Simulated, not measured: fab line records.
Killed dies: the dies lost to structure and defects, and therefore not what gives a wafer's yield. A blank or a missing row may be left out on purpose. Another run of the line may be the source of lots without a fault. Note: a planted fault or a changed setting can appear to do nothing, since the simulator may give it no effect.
Which tool did it? + flow n5 finfet + Sampling: 22 lots, 66 wafers, 6 of 1938 route steps

## WHAT THE GAUGES SHOWED, per wafer
No reading from a measuring or inspecting step in the record can be judged against a usual standard deviation.

## TOOL THAT RAN EACH LOT (tool first, then ch and the chambers of the sampled wafers, then the start)
| lot  | N5_ZERO_LAYER_STRIP_24              | N5_FIN_SAQP_HM_DEP_72          | N5_FIN_SAQP_ETCH_65             | N5_FIN_SAQP_SPACER2_ETCHBACK_29   | N5_FIN_SAQP_STRIP_77              | N5_STI_FIN_REVEAL_DENSIFY_30    |
|------|-------------------------------------|--------------------------------|---------------------------------|-----------------------------------|-----------------------------------|---------------------------------|
| L074 | plasma asher-02 ch 0,1, day 1 13:13 | pecvd-02 ch 0,2, day 1 21:40   | rie si-01 ch 1,2, day 2 00:49   | rie diel-02 ch 0,1,2, day 2 02:01 | rie diel-02 ch 0,3, day 2 02:21   | rtp anneal-02 ch 0, day 2 10:23 |
| L075 | plasma asher-02 ch 0,1, day 1 18:55 | pecvd-01 ch 0,1,2, day 2 03:00 | rie si-01 ch 1,2, day 2 05:49   | rie diel-04 ch 1,2, day 2 07:01   | rie diel-06 ch 0,3, day 2 07:28   | rtp anneal-02 ch 0, day 2 15:08 |
| L076 | plasma asher-02 ch 1, day 2 00:54   | pecvd-02 ch 0,1,2, day 2 09:33 | rie si-02 ch 0,1,3, day 2 12:14 | rie diel-02 ch 2,3, day 2 14:53   | rie diel-06 ch 0,1, day 2 15:13   | rtp anneal-02 ch 0, day 2 23:04 |
| L077 | plasma asher-02 ch 0,1, day 2 06:53 | pecvd-03 ch 0,2, day 2 15:38   | rie si-03 ch 0,2, day 2 20:24   | rie diel-02 ch 0,1,3, day 2 21:46 | rie diel-06 ch 0,1,2, day 2 22:07 | rtp anneal-02 ch 0, day 3 06:05 |
| L078 | plasma asher-02 ch 1, day 2 12:53   | pecvd-02 ch 1,2, day 2 21:47   | rie si-02 ch 0,1,2, day 3 01:16 | rie diel-04 ch 2,3, day 3 02:29   | rie diel-04 ch 1,2, day 3 02:49   | rtp anneal-02 ch 0, day 3 11:29 |
| L079 | plasma asher-02 ch 0,1, day 2 19:02 | pecvd-01 ch 0,1, day 3 03:19   | rie si-02 ch 0,1,3, day 3 06:15 | rie diel-04 ch 1,3, day 3 07:30   | rie diel-02 ch 2,3, day 3 07:58   | rtp anneal-02 ch 0, day 3 16:03 |
| L080 | plasma asher-02 ch 0,1, day 3 01:28 | pecvd-02 ch 0,1,2, day 3 09:40 | rie si-01 ch 0,2,3, day 3 13:21 | rie diel-04 ch 2,3, day 3 14:32   | rie diel-06 ch 1,2,3, day 3 14:53 | rtp anneal-02 ch 0, day 3 22:19 |
| L081 | plasma asher-02 ch 0,1, day 3 07:20 | pecvd-03 ch 0,1, day 3 16:09   | rie si-03 ch 0,1,3, day 3 18:53 | rie diel-04 ch 0,1,2, day 3 20:17 | rie diel-06 ch 1,2, day 3 20:38   | rtp anneal-01 ch 0, day 4 04:35 |
| L082 | plasma asher-02 ch 0,1, day 3 12:53 | pecvd-03 ch 0,1, day 3 21:40   | rie si-03 ch 0,1,2, day 4 00:34 | rie diel-02 ch 1,2,3, day 4 01:47 | rie diel-02 ch 0,2,3, day 4 02:07 | rtp anneal-01 ch 0, day 4 09:31 |
| L083 | plasma asher-02 ch 0,1, day 3 19:05 | pecvd-01 ch 0,1, day 4 05:08   | rie si-03 ch 0,1,2, day 4 08:15 | rie diel-04 ch 1,2,3, day 4 09:34 | rie diel-06 ch 0,1,2, day 4 09:56 | rtp anneal-02 ch 0, day 4 17:45 |
| L084 | plasma asher-02 ch 0,1, day 4 00:57 | pecvd-02 ch 0,1,2, day 4 09:40 | rie si-01 ch 0,2,3, day 4 12:16 | rie diel-04 ch 2,3, day 4 13:28   | rie diel-06 ch 1,2, day 4 13:48   | rtp anneal-02 ch 0, day 4 23:12 |
| L086 | plasma asher-02 ch 0, day 4 13:01   | pecvd-02 ch 1,2, day 4 22:25   | rie si-03 ch 0,2,3, day 5 01:24 | rie diel-04 ch 0,1,2, day 5 02:39 | rie diel-04 ch 0,2,3, day 5 03:00 | rtp anneal-01 ch 0, day 5 10:23 |
| L087 | plasma asher-02 ch 0,1, day 4 18:56 | pecvd-01 ch 0,1, day 5 03:19   | rie si-01 ch 0,1,2, day 5 06:32 | rie diel-06 ch 0,1, day 5 07:43   | rie diel-02 ch 1,2, day 5 08:04   | rtp anneal-02 ch 0, day 5 15:45 |
| L088 | plasma asher-02 ch 0,1, day 5 01:08 | pecvd-01 ch 0,1,2, day 5 09:25 | rie si-01 ch 0,1,2, day 5 12:21 | rie diel-04 ch 0,2, day 5 14:02   | rie diel-02 ch 0,2,3, day 5 14:23 | rtp anneal-02 ch 0, day 5 22:37 |
| L089 | plasma asher-01 ch 0,1, day 5 06:55 | pecvd-01 ch 0,1,2, day 5 15:49 | rie si-02 ch 2,3, day 5 18:29   | rie diel-06 ch 0,2, day 5 19:41   | rie diel-04 ch 0,3, day 5 20:05   | rtp anneal-02 ch 0, day 6 04:08 |
| L090 | plasma asher-02 ch 0,1, day 5 12:55 | pecvd-03 ch 0,2, day 5 20:54   | rie si-01 ch 0,1,2, day 5 23:59 | rie diel-04 ch 0,2,3, day 6 02:58 | rie diel-04 ch 2,3, day 6 03:19   | rtp anneal-02 ch 0, day 6 10:48 |
| L091 | plasma asher-01 ch 0,1, day 5 18:53 | pecvd-01 ch 2, day 6 03:37     | rie si-03 ch 0,1,2, day 6 07:03 | rie diel-02 ch 0,2,3, day 6 08:43 | rie diel-02 ch 0,3, day 6 09:03   | rtp anneal-01 ch 0, day 6 16:34 |
| L092 | plasma asher-01 ch 0,1, day 6 01:25 | pecvd-01 ch 1,2, day 6 10:19   | rie si-02 ch 0,1, day 6 12:55   | rie diel-06 ch 1,2, day 6 14:18   | rie diel-06 ch 0,1,2, day 6 14:51 | rtp anneal-01 ch 0, day 7 00:07 |
| L093 | plasma asher-02 ch 0,1, day 6 07:03 | pecvd-03 ch 0,2, day 6 15:14   | rie si-01 ch 0,2,3, day 6 18:04 | rie diel-06 ch 0,1,2, day 6 19:20 | rie diel-02 ch 0,3, day 6 19:44   | rtp anneal-01 ch 0, day 7 03:31 |
| L095 | plasma asher-01 ch 0,1, day 6 18:54 | pecvd-02 ch 1,2, day 7 03:36   | rie si-02 ch 0,2,3, day 7 06:47 | rie diel-02 ch 0,3, day 7 08:05   | rie diel-06 ch 0,2, day 7 08:25   | rtp anneal-01 ch 0, day 7 16:07 |
| L096 | plasma asher-02 ch 0,1, day 7 00:55 | pecvd-01 ch 0,1,2, day 7 08:49 | rie si-01 ch 1,2, day 7 12:05   | rie diel-06 ch 0,1,2, day 7 13:19 | rie diel-06 ch 0,1,2, day 7 13:40 | rtp anneal-02 ch 0, day 7 21:32 |
| L097 | plasma asher-01 ch 0,1, day 7 07:05 | pecvd-01 ch 0,1,2, day 7 15:29 | rie si-03 ch 0,1, day 7 19:11   | rie diel-06 ch 1,2, day 7 20:49   | rie diel-06 ch 0,1, day 7 21:35   | rtp anneal-01 ch 0, day 8 04:59 |
- N5_ZERO_LAYER_STRIP_24: strips in O2.
- N5_FIN_SAQP_HM_DEP_72: deposits SiO2 from SiH4/N2O, target thk 12 nm, time 7.2 s.
- N5_FIN_SAQP_ETCH_65: etches SiO2 in CF4, target depth 4 nm, time 4.4 s.
- N5_FIN_SAQP_SPACER2_ETCHBACK_29: etches SiO2 in CHF3/O2, target depth 12.2 nm, time 6.1 s.
- N5_FIN_SAQP_STRIP_77: strips in N2/H2, time 90 s.
- N5_STI_FIN_REVEAL_DENSIFY_30

## WHAT THE TOOLS THEMSELVES READ (means of the sampled wafers that have a number; where no wafer has one, the mark that the record gives instead)
N5_ZERO_LAYER_STRIP_24. Usual: drypump motor current A 5.6 A, standard deviation 0.39; heater power w 351 W, standard deviation 24; oes product au 0.647 a.u., standard deviation 0.0043; strip time to endpoint s 43.88 s, standard deviation 0.092.
| lot  | tool            | drypump motor current A (A) | heater power w (W) | oes product au (a.u.) | strip time to endpoint s (s) | flag |
|------|-----------------|-----------------------------|--------------------|-----------------------|------------------------------|------|
| L074 | plasma asher-02 | 5.4                         | 346                | 0.645                 | 43.81                        |      |
| L075 | plasma asher-02 | 5.6                         | 336                | 0.644                 | 43.89                        |      |
| L076 | plasma asher-02 | 5.8                         | 321                | 0.645                 | 43.86                        |      |
| L077 | plasma asher-02 | 5.5                         | 334                | 0.645                 | 43.86                        |      |
| L078 | plasma asher-02 | 5.8                         | 318                | 0.646                 | 43.90                        |      |
| L079 | plasma asher-02 | 5.6                         | 338                | 0.645                 | 43.89                        |      |
| L080 | plasma asher-02 | 5.5                         | 337                | 0.648                 | 43.99                        |      |
| L081 | plasma asher-02 | 5.6                         | 332                | 0.647                 | 43.75                        |      |
| L082 | plasma asher-02 | 5.5                         | 335                | 0.650                 | 43.91                        |      |
| L083 | plasma asher-02 | 5.5                         | 335                | 0.644                 | 43.80                        |      |
| L084 | plasma asher-02 | 5.5                         | 338                | 0.648                 | 43.87                        |      |
| L086 | plasma asher-02 | 5.1                         | 359                | 0.644                 | 43.86                        |      |
| L087 | plasma asher-02 | 5.6                         | 334                | 0.644                 | 43.93                        |      |
| L088 | plasma asher-02 | 5.3                         | 348                | 0.647                 | 43.89                        |      |
| L089 | plasma asher-01 | 6.0                         | 374                | 0.645                 | 43.80                        |      |
| L090 | plasma asher-02 | 5.5                         | 337                | 0.645                 | 43.72                        |      |
| L091 | plasma asher-01 | 5.8                         | 372                | 0.648                 | 43.88                        |      |
| L092 | plasma asher-01 | 6.0                         | 379                | 0.647                 | 43.97                        |      |
| L093 | plasma asher-02 | 5.4                         | 352                | 0.647                 | 43.73                        |      |
| L095 | plasma asher-01 | 6.0                         | 382                | 0.649                 | 43.84                        |      |
| L096 | plasma asher-02 | 5.6                         | 338                | 0.647                 | 43.97                        |      |
| L097 | plasma asher-01 | 5.7                         | 366                | 0.647                 | 43.85                        |      |

N5_FIN_SAQP_HM_DEP_72. Usual: heater power w 757 W, standard deviation 85; showerhead plenum p Torr 8.20 Torr, standard deviation 0.12; showerhead vpp V 1039 V, standard deviation 46; susceptor temp C 400.02 C, standard deviation 0.23.
| lot  | tool     | heater power w (W) | showerhead plenum p Torr (Torr) | showerhead vpp V (V) | susceptor temp C (C) | flag |
|------|----------|--------------------|---------------------------------|----------------------|----------------------|------|
| L074 | pecvd-02 | 745                | 8.15                            | 1032                 | 399.98               |      |
| L075 | pecvd-01 | 700                | 8.19                            | 1039                 | 400.06               |      |
| L076 | pecvd-02 | 812                | 8.15                            | 1058                 | 400.15               |      |
| L077 | pecvd-03 | 748                | 8.44                            | 998                  | 399.77               |      |
| L078 | pecvd-02 | 827                | 8.13                            | 1081                 | 400.10               |      |
| L079 | pecvd-01 | 801                | 8.12                            | 1045                 | 400.18               |      |
| L080 | pecvd-02 | 761                | 8.16                            | 1046                 | 400.03               |      |
| L081 | pecvd-03 | 683                | 8.40                            | 1017                 | 400.26               |      |
| L082 | pecvd-03 | 726                | 8.41                            | 1018                 | 399.86               |      |
| L083 | pecvd-01 | 751                | 8.13                            | 1049                 | 400.17               |      |
| L084 | pecvd-02 | 841                | 8.15                            | 1043                 | 400.21               |      |
| L086 | pecvd-02 | 798                | 8.12                            | 1083                 | 400.21               |      |
| L087 | pecvd-01 | 797                | 8.11                            | 1057                 | 399.89               |      |
| L088 | pecvd-01 | 756                | 8.18                            | 1055                 | 399.99               |      |
| L089 | pecvd-01 | 687                | 8.17                            | 1049                 | 400.17               |      |
| L090 | pecvd-03 | 740                | 8.45                            | 1007                 | 400.15               |      |
| L091 | pecvd-01 | 788                | 8.28                            | 1022                 | 400.27               |      |
| L092 | pecvd-01 | 822                | 8.22                            | 1020                 | 400.06               |      |
| L093 | pecvd-03 | 676                | 8.36                            | 973                  | 399.96               |      |
| L095 | pecvd-02 | 730                | 8.17                            | 1049                 | 399.72               |      |
| L096 | pecvd-01 | 760                | 8.17                            | 1049                 | 400.28               |      |
| L097 | pecvd-01 | 730                | 8.19                            | 1049                 | 399.96               |      |

N5_FIN_SAQP_ETCH_65. Usual: drypump motor current A 5.8 A, standard deviation 0.48; he backside leak sccm 2.77 sccm, standard deviation 0.26; oes product au 0.986 a.u., standard deviation 0.023; throttle valve pct 21.83 %, standard deviation 0.3.
| lot  | tool      | drypump motor current A (A) | he backside leak sccm (sccm) | oes product au (a.u.) | throttle valve pct (%) | flag |
|------|-----------|-----------------------------|------------------------------|-----------------------|------------------------|------|
| L074 | rie si-01 | 5.5                         | 2.66                         | 0.998                 | 22.03                  |      |
| L075 | rie si-01 | 5.5                         | 2.82                         | 0.993                 | 22.24                  |      |
| L076 | rie si-02 | 6.2                         | 2.69                         | 1.017                 | 21.71                  |      |
| L077 | rie si-03 | 5.7                         | 2.73                         | 0.969                 | 21.71                  |      |
| L078 | rie si-02 | 6.0                         | 2.79                         | 1.005                 | 21.62                  |      |
| L079 | rie si-02 | 6.2                         | 2.46                         | 1.007                 | 21.71                  |      |
| L080 | rie si-01 | 5.9                         | 2.93                         | 0.988                 | 21.83                  |      |
| L081 | rie si-03 | 5.4                         | 2.65                         | 0.959                 | 21.89                  |      |
| L082 | rie si-03 | 5.5                         | 2.83                         | 0.952                 | 21.88                  |      |
| L083 | rie si-03 | 5.5                         | 2.85                         | 0.959                 | 21.87                  |      |
| L084 | rie si-01 | 5.9                         | 2.93                         | 0.991                 | 21.83                  |      |
| L086 | rie si-03 | 5.6                         | 2.64                         | 0.959                 | 21.73                  |      |
| L087 | rie si-01 | 5.8                         | 2.73                         | 0.987                 | 21.94                  |      |
| L088 | rie si-01 | 5.8                         | 2.66                         | 0.985                 | 21.94                  |      |
| L089 | rie si-02 | 6.2                         | 2.73                         | 1.023                 | 21.56                  |      |
| L090 | rie si-01 | 5.8                         | 2.76                         | 0.984                 | 21.95                  |      |
| L091 | rie si-03 | 5.5                         | 2.81                         | 0.960                 | 21.88                  |      |
| L092 | rie si-02 | 6.0                         | 2.63                         | 1.003                 | 21.75                  |      |
| L093 | rie si-01 | 5.9                         | 2.73                         | 0.977                 | 21.75                  |      |
| L095 | rie si-02 | 6.0                         | 2.67                         | 1.012                 | 21.60                  |      |
| L096 | rie si-01 | 5.4                         | 2.75                         | 0.978                 | 22.23                  |      |
| L097 | rie si-03 | 5.3                         | 2.69                         | 0.954                 | 22.05                  |      |

N5_FIN_SAQP_SPACER2_ETCHBACK_29. Usual: drypump motor current A 5.9 A, standard deviation 0.44; oes product au 0.77 a.u., standard deviation 0.079; rf vpp V 520 V, standard deviation 10; showerhead plenum p Torr 2.41 Torr, standard deviation 0.085; throttle valve pct 18.86 %, standard deviation 0.23.
| lot  | tool        | drypump motor current A (A) | oes product au (a.u.) | rf vpp V (V) | showerhead plenum p Torr (Torr) | throttle valve pct (%) | flag |
|------|-------------|-----------------------------|-----------------------|--------------|---------------------------------|------------------------|------|
| L074 | rie diel-02 | 6.0                         | 0.79                  | 514          | 2.40                            | 18.81                  |      |
| L075 | rie diel-04 | 5.9                         | 0.85                  | 520          | 2.53                            | 18.84                  |      |
| L076 | rie diel-02 | 6.5                         | 0.71                  | 537          | 2.41                            | 19.23                  |      |
| L077 | rie diel-02 | 6.3                         | 0.78                  | 520          | 2.39                            | 18.94                  |      |
| L078 | rie diel-04 | 5.9                         | 0.84                  | 515          | 2.47                            | 18.73                  |      |
| L079 | rie diel-04 | 5.8                         | 0.72                  | 515          | 2.36                            | 18.77                  |      |
| L080 | rie diel-04 | 5.9                         | 0.78                  | 512          | 2.38                            | 18.70                  |      |
| L081 | rie diel-04 | 5.9                         | 0.86                  | 523          | 2.52                            | 18.87                  |      |
| L082 | rie diel-02 | 6.4                         | 0.76                  | 523          | 2.43                            | 19.11                  |      |
| L083 | rie diel-04 | 5.9                         | 0.76                  | 517          | 2.44                            | 18.81                  |      |
| L084 | rie diel-04 | 5.9                         | 0.76                  | 512          | 2.38                            | 18.71                  |      |
| L086 | rie diel-04 | 5.9                         | 0.83                  | 522          | 2.52                            | 18.89                  |      |
| L087 | rie diel-06 | 5.9                         | 0.83                  | 522          | 2.38                            | 18.66                  |      |
| L088 | rie diel-04 | 5.9                         | 0.89                  | 519          | 2.54                            | 18.81                  |      |
| L089 | rie diel-06 | 5.9                         | 0.76                  | 520          | 2.42                            | 18.73                  |      |
| L090 | rie diel-04 | 5.9                         | 0.83                  | 516          | 2.45                            | 18.77                  |      |
| L091 | rie diel-02 | 6.2                         | 0.71                  | 528          | 2.36                            | 19.02                  |      |
| L092 | rie diel-06 | 5.5                         | 0.80                  | 517          | 2.37                            | 18.74                  |      |
| L093 | rie diel-06 | 5.7                         | 0.77                  | 518          | 2.39                            | 18.75                  |      |
| L095 | rie diel-02 | 6.1                         | 0.71                  | 526          | 2.31                            | 18.89                  |      |
| L096 | rie diel-06 | 5.7                         | 0.77                  | 518          | 2.39                            | 18.76                  |      |
| L097 | rie diel-06 | 5.5                         | 0.79                  | 516          | 2.36                            | 18.77                  |      |

N5_FIN_SAQP_STRIP_77. Usual: drypump motor current A 5.9 A, standard deviation 0.54; oes product au 0.78 a.u., standard deviation 0.068; rf vpp V 45.2 V, standard deviation 0.85; showerhead plenum p Torr 3.37 Torr, standard deviation 0.096; throttle valve pct 12.17 %, standard deviation 0.19.
| lot  | tool        | drypump motor current A (A) | oes product au (a.u.) | rf vpp V (V) | showerhead plenum p Torr (Torr) | throttle valve pct (%) | flag |
|------|-------------|-----------------------------|-----------------------|--------------|---------------------------------|------------------------|------|
| L074 | rie diel-02 | 6.1                         | 0.75                  | 44.4         | 3.27                            | 12.16                  |      |
| L075 | rie diel-06 | 6.4                         | 0.80                  | 46.0         | 3.46                            | 12.08                  |      |
| L076 | rie diel-06 | 6.2                         | 0.83                  | 44.8         | 3.39                            | 12.00                  |      |
| L077 | rie diel-06 | 5.7                         | 0.82                  | 45.6         | 3.37                            | 12.09                  |      |
| L078 | rie diel-04 | 5.9                         | 0.85                  | 45.9         | 3.54                            | 12.12                  |      |
| L079 | rie diel-02 | 6.5                         | 0.72                  | 45.4         | 3.33                            | 12.42                  |      |
| L080 | rie diel-06 | 5.7                         | 0.81                  | 44.7         | 3.41                            | 12.15                  |      |
| L081 | rie diel-06 | 5.5                         | 0.85                  | 45.2         | 3.33                            | 12.08                  |      |
| L082 | rie diel-02 | 6.2                         | 0.73                  | 44.7         | 3.29                            | 12.24                  |      |
| L083 | rie diel-06 | 5.7                         | 0.80                  | 45.0         | 3.37                            | 12.13                  |      |
| L084 | rie diel-06 | 5.2                         | 0.80                  | 44.9         | 3.35                            | 12.23                  |      |
| L086 | rie diel-04 | 5.9                         | 0.85                  | 46.2         | 3.46                            | 12.14                  |      |
| L087 | rie diel-02 | 6.0                         | 0.77                  | 45.7         | 3.35                            | 12.09                  |      |
| L088 | rie diel-02 | 6.2                         | 0.72                  | 44.9         | 3.29                            | 12.28                  |      |
| L089 | rie diel-04 | 5.9                         | 0.78                  | 45.9         | 3.34                            | 12.14                  |      |
| L090 | rie diel-04 | 6.0                         | 0.82                  | 45.5         | 3.44                            | 12.09                  |      |
| L091 | rie diel-02 | 6.1                         | 0.72                  | 44.3         | 3.25                            | 12.26                  |      |
| L092 | rie diel-06 | 5.7                         | 0.78                  | 45.6         | 3.36                            | 12.17                  |      |
| L093 | rie diel-02 | 6.1                         | 0.72                  | 45.5         | 3.25                            | 12.27                  |      |
| L095 | rie diel-06 | 5.4                         | 0.74                  | 44.7         | 3.38                            | 12.33                  |      |
| L096 | rie diel-06 | 5.7                         | 0.77                  | 45.5         | 3.35                            | 12.20                  |      |
| L097 | rie diel-06 | 6.2                         | 0.78                  | 45.4         | 3.37                            | 12.13                  |      |

N5_STI_FIN_REVEAL_DENSIFY_30. Usual: lamp power pct 11.53 %, standard deviation 0.056; lamp_zone_7_pct 11.962 %, standard deviation 0.02.
| lot  | tool          | lamp power pct (%) | lamp_zone_7_pct (%) | flag |
|------|---------------|--------------------|---------------------|------|
| L074 | rtp anneal-02 | 11.52              | 11.949              |      |
| L075 | rtp anneal-02 | 11.54              | 11.951              |      |
| L076 | rtp anneal-02 | 11.49              | 11.959              |      |
| L077 | rtp anneal-02 | 11.57              | 11.963              |      |
| L078 | rtp anneal-02 | 11.48              | 11.974              |      |
| L079 | rtp anneal-02 | 11.55              | 11.966              |      |
| L080 | rtp anneal-02 | 11.47              | 11.954              |      |
| L081 | rtp anneal-01 | 11.51              | 11.955              |      |
| L082 | rtp anneal-01 | 11.47              | 11.977              |      |
| L083 | rtp anneal-02 | 11.56              | 11.973              |      |
| L084 | rtp anneal-02 | 11.55              | 11.973              |      |
| L086 | rtp anneal-01 | 11.52              | 11.964              |      |
| L087 | rtp anneal-02 | 11.51              | 11.957              |      |
| L088 | rtp anneal-02 | 11.50              | 11.967              |      |
| L089 | rtp anneal-02 | 11.53              | 11.961              |      |
| L090 | rtp anneal-02 | 11.49              | 11.972              |      |
| L091 | rtp anneal-01 | 11.55              | 11.964              |      |
| L092 | rtp anneal-01 | 11.49              | 11.945              |      |
| L093 | rtp anneal-01 | 11.59              | 11.959              |      |
| L095 | rtp anneal-01 | 11.58              | 11.965              |      |
| L096 | rtp anneal-02 | 11.54              | 11.969              |      |
| L097 | rtp anneal-01 | 11.53              | 11.960              |      |

## THE ANSWER, worked out from the rows above alone
Rule: take the mean of a lot's wafers that have a number; if it is more than 3 standard deviations from the usual mean, the lot is off. A lot without any number at a reading at which 4 lots or more have one is off too. The other lots that the step has rows for count as sound. The gauges are gone through in route order, then the tools' own readings, and for those a lot's mean is taken as printed above. The first step at which some lot is off is used, and at that step the reading that is off furthest; a lot without a number counts as furthest.
None of the lots is off at any reading shown; this tells nothing.

## WHAT THE SIMULATOR HAD PUT IN
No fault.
